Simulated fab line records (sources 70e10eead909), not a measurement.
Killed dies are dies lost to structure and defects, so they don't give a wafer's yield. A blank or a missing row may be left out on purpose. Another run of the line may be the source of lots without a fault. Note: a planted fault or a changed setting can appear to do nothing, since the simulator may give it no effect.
Shared-tool check :: flow nand-harc :: Lots sampled 14, wafers sampled 51

== WHAT PROMPTED THE OPENING ==
On 3 of the 14 lots, a flag is raised at NHARC_P_M2_THK_MEAS_24 on the reading thk-nm. No-fault wafers: 144.1 nm, standard deviation 1.6.
Rule: a lot gets a flag if all its wafers with a number sit over 4 standard deviations from that mean, or if no wafer of it has a number. The other lots count as sound.

lot: L773
measured: day 7 04:13
on: film-metro-01
thk-nm (nm), wafer by wafer: 144.5 145.2 142.3
flag: 

lot: L778
measured: day 8 20:32
on: film-metro-01
thk-nm (nm), wafer by wafer: 143.7 143.5 144.0
flag: 

lot: L779
measured: day 9 09:55
on: film-metro-01
thk-nm (nm), wafer by wafer: 140.2 144.8 143.6
flag: 

lot: L781
measured: day 10 08:47
on: film-metro-01
thk-nm (nm), wafer by wafer: 145.8 146.2 147.2
flag: 

lot: L782
measured: day 10 19:25
on: film-metro-01
thk-nm (nm), wafer by wafer: 142.8 144.0 145.5
flag: 

lot: L783
measured: day 11 04:13
on: film-metro-02
thk-nm (nm), wafer by wafer: 143.9 141.9 143.5
flag: 

lot: L786
measured: day 12 20:46
on: film-metro-01
thk-nm (nm), wafer by wafer: 146.3 145.1 145.6
flag: 

lot: L787
measured: day 12 21:46
on: film-metro-02
thk-nm (nm), wafer by wafer: 30.0 30.1 29.6 29.6 28.9 30.2
flag: FLAGGED

lot: L788
measured: day 13 15:07
on: film-metro-02
thk-nm (nm), wafer by wafer: 30.7 30.3 30.5 28.9 27.4 29.3
flag: FLAGGED

lot: L789
measured: day 13 20:48
on: film-metro-01
thk-nm (nm), wafer by wafer: 29.6 31.9 32.2 30.1 31.6 30.0
flag: FLAGGED

lot: L792
measured: day 14 15:40
on: film-metro-01
thk-nm (nm), wafer by wafer: 144.4 145.3 144.6
flag: 

lot: L793
measured: day 15 01:34
on: film-metro-01
thk-nm (nm), wafer by wafer: 141.7 142.9 143.1
flag: 

lot: L794
measured: day 15 11:44
on: film-metro-01
thk-nm (nm), wafer by wafer: 143.7 144.5 144.8
flag: 

lot: L795
measured: day 16 06:38
on: film-metro-01
thk-nm (nm), wafer by wafer: 143.7 144.4 143.3
flag: 
The mean of the flagged lots' numbers is 30.1 nm, -114.0 nm from the usual (-71 standard deviations).

== EACH LOT AND THE TOOL IT RAN ON ==
3 process steps preceding the reading are held in the record, out of 1302 steps in the route. Each cell gives the tool, then ch followed by the chambers the sampled wafers passed through, then the start.
lot: L773
flag: 
NHARC_P_M2_PVD_20: pvd-sputter-01, day 7 03:11 or earlier
NHARC_P_M2_ECD_22: ecd-cu-02 ch 0,1, day 7 03:11
NHARC_P_M2_CMP_23: cmp-04 ch 0,2,3, day 7 03:53

lot: L778
flag: 
NHARC_P_M2_PVD_20: pvd-sputter-02, day 8 19:30 or earlier
NHARC_P_M2_ECD_22: ecd-cu-02 ch 0,1, day 8 19:30
NHARC_P_M2_CMP_23: cmp-04 ch 0,2, day 8 20:13

lot: L779
flag: 
NHARC_P_M2_PVD_20: pvd-sputter-02, day 9 08:52 or earlier
NHARC_P_M2_ECD_22: ecd-cu-01 ch 0,1, day 9 08:52
NHARC_P_M2_CMP_23: cmp-03 ch 2,3, day 9 09:35

lot: L781
flag: 
NHARC_P_M2_PVD_20: pvd-sputter-03, day 10 07:43 or earlier
NHARC_P_M2_ECD_22: ecd-cu-01 ch 0,1, day 10 07:43
NHARC_P_M2_CMP_23: cmp-02 ch 1,3, day 10 08:29

lot: L782
flag: 
NHARC_P_M2_PVD_20: pvd-sputter-02, day 10 18:23 or earlier
NHARC_P_M2_ECD_22: ecd-cu-02 ch 0,1, day 10 18:23
NHARC_P_M2_CMP_23: cmp-04 ch 1,2,3, day 10 19:10

lot: L783
flag: 
NHARC_P_M2_PVD_20: pvd-sputter-03, day 11 03:10 or earlier
NHARC_P_M2_ECD_22: ecd-cu-01 ch 0,1, day 11 03:10
NHARC_P_M2_CMP_23: cmp-03 ch 0,2,3, day 11 03:53

lot: L786
flag: 
NHARC_P_M2_PVD_20: pvd-sputter-01, day 12 19:44 or earlier
NHARC_P_M2_ECD_22: ecd-cu-01 ch 0,1, day 12 19:44
NHARC_P_M2_CMP_23: cmp-02 ch 0,1,3, day 12 20:31

lot: L787
flag: FLAGGED
NHARC_P_M2_PVD_20: pvd-sputter-03, day 12 20:48 or earlier
NHARC_P_M2_ECD_22: ecd-cu-02 ch 0,1, day 12 20:48
NHARC_P_M2_CMP_23: cmp-03 ch 1,2,3, day 12 21:31

lot: L788
flag: FLAGGED
NHARC_P_M2_PVD_20: pvd-sputter-02, day 13 14:04 or earlier
NHARC_P_M2_ECD_22: ecd-cu-02 ch 0,1, day 13 14:04
NHARC_P_M2_CMP_23: cmp-03 ch 0,2,3, day 13 14:48

lot: L789
flag: FLAGGED
NHARC_P_M2_PVD_20: pvd-sputter-01, day 13 19:52 or earlier
NHARC_P_M2_ECD_22: ecd-cu-01 ch 0,1, day 13 19:52
NHARC_P_M2_CMP_23: cmp-03 ch 2,3, day 13 20:31

lot: L792
flag: 
NHARC_P_M2_PVD_20: pvd-sputter-03, day 14 14:40 or earlier
NHARC_P_M2_ECD_22: ecd-cu-02 ch 0,1, day 14 14:40
NHARC_P_M2_CMP_23: cmp-02 ch 0,3, day 14 15:21

lot: L793
flag: 
NHARC_P_M2_PVD_20: pvd-sputter-03, day 15 00:30 or earlier
NHARC_P_M2_ECD_22: ecd-cu-02 ch 0,1, day 15 00:30
NHARC_P_M2_CMP_23: cmp-03 ch 2,3, day 15 01:17

lot: L794
flag: 
NHARC_P_M2_PVD_20: pvd-sputter-02, day 15 10:44 or earlier
NHARC_P_M2_ECD_22: ecd-cu-01 ch 0, day 15 10:44
NHARC_P_M2_CMP_23: cmp-04 ch 1,2,3, day 15 11:27

lot: L795
flag: 
NHARC_P_M2_PVD_20: pvd-sputter-02, day 16 05:39 or earlier
NHARC_P_M2_ECD_22: ecd-cu-01 ch 0,1, day 16 05:39
NHARC_P_M2_CMP_23: cmp-02 ch 0,1,3, day 16 06:19
What the steps here do:
- NHARC_P_M2_PVD_20: deposits TaN, target thk 5 nm, time 8.06 s.
- NHARC_P_M2_ECD_22: material Cu, target thk 400 nm.
- NHARC_P_M2_CMP_23: polishes, t overpolish 20 s, target thk 144.3 nm.
- NHARC_P_M2_THK_MEAS_24: measures by xrf.

== FLAGGED AGAINST TOTAL, ONE TOOL AT A TIME (gauges that did the reading follow at the end) ==
step: NHARC_P_M2_PVD_20
tool: pvd-sputter-01
lots run: 3
flagged: 1
share of the flagged lots: some
sound lots run after its first flagged lot: 0

step: NHARC_P_M2_PVD_20
tool: pvd-sputter-02
lots run: 6
flagged: 1
share of the flagged lots: some
sound lots run after its first flagged lot: 2 (L794,L795)

step: NHARC_P_M2_PVD_20
tool: pvd-sputter-03
lots run: 5
flagged: 1
share of the flagged lots: some
sound lots run after its first flagged lot: 2 (L792,L793)

step: NHARC_P_M2_ECD_22
tool: ecd-cu-01
lots run: 7
flagged: 1
share of the flagged lots: some
sound lots run after its first flagged lot: 2 (L794,L795)

step: NHARC_P_M2_ECD_22
tool: ecd-cu-02
lots run: 7
flagged: 2
share of the flagged lots: some
sound lots run after its first flagged lot: 2 (L792,L793)

step: NHARC_P_M2_CMP_23
tool: cmp-02
lots run: 4
flagged: 0
share of the flagged lots: none
sound lots run after its first flagged lot: -

step: NHARC_P_M2_CMP_23
tool: cmp-03
lots run: 6
flagged: 3
share of the flagged lots: all
sound lots run after its first flagged lot: 1 (L793)

step: NHARC_P_M2_CMP_23
tool: cmp-04
lots run: 4
flagged: 0
share of the flagged lots: none
sound lots run after its first flagged lot: -

step: NHARC_P_M2_THK_MEAS_24
tool: film-metro-01
lots run: 11
flagged: 1
share of the flagged lots: some
sound lots run after its first flagged lot: 4 (L792,L793,L794,L795)

step: NHARC_P_M2_THK_MEAS_24
tool: film-metro-02
lots run: 3
flagged: 2
share of the flagged lots: some
sound lots run after its first flagged lot: 0
Because NHARC_P_M2_PVD_20 lacks a start for some lots, the hours and order of its lots are taken from NHARC_P_M2_ECD_22.

== WHAT IS ALLOWED BY THE TABLE ==
Rows of the table that ran each flagged lot: 1, that is cmp-03 at NHARC_P_M2_CMP_23.
- cmp-03 at NHARC_P_M2_CMP_23: 3 of its 6 lots flagged. Sound lots followed the first flagged one (L793) on it, something a lasting fault affecting the whole tool could not allow. Its own readings lie more than 4 standard deviations out on every wafer of the flagged lots: time-to-endpoint-s.
Every row of the table either missed a flagged lot or ran a sound lot after the first.

== WHAT THE SIMULATOR HAD PUT IN ==
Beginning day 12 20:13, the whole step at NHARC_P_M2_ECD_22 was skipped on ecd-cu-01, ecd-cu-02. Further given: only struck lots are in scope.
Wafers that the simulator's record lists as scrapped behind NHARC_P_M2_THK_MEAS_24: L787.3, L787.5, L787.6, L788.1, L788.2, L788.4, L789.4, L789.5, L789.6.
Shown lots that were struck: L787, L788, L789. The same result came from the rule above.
